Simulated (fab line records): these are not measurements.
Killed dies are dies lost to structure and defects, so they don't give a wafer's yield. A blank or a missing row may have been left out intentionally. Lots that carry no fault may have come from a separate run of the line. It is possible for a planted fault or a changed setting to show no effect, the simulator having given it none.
Matching of chambers ; flow nand-harc ; 3 sister chambers for NHARC_A_CONTACT_DEP_58 on pecvd-03
The step deposits SiON, target thk 90 nm. 3 wafers are shown with their chamber, then 9 later ones without.

== EACH WAFER AND ITS CHAMBER ==
wafer;chamber;heater-power-w (W)
L082.6;0;898
L089.5;1;724
L089.6;2;824

== WAFERS WITHOUT THEIR CHAMBER ==
wafer;heater-power-w (W)
L091.2;988
L091.3;841
L091.4;820
L093.2;795
L093.3;832
L093.4;938
L095.1;985
L095.2;752
L095.4;801

== EACH ONE'S CHAMBER ==
wafer;from the rows above;in truth
L091.2;can't be placed: 0 or 2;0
L091.3;can't be placed: 2 or 0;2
L091.4;can't be placed: 2 or 0 or 1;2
L093.2;can't be placed: 2 or 1 or 0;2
L093.3;can't be placed: 2 or 0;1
L093.4;can't be placed: 0 or 2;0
L095.1;can't be placed: 0 or 2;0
L095.2;can't be placed: 1 or 2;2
L095.4;can't be placed: 2 or 1 or 0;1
Placed correctly: 0 of 9. Can't be placed from these rows: 9 (the true chamber is among the candidates in 8). Placed wrongly: 0.
How it was worked out, from the rows above alone: a wafer's distance from a chamber is the root of the sum, over the readings, of the square of ((its reading less the chamber's mean) divided by the reading's scatter). If the next closest chamber is less than 2 further off than the closest, the wafer can't be placed; otherwise it belongs to the closest. Each chamber's mean is taken over the wafers shown for it. The scatter: with one shown wafer a chamber, the root of the mean of the squares of how far each hidden wafer lies from its nearest shown one.
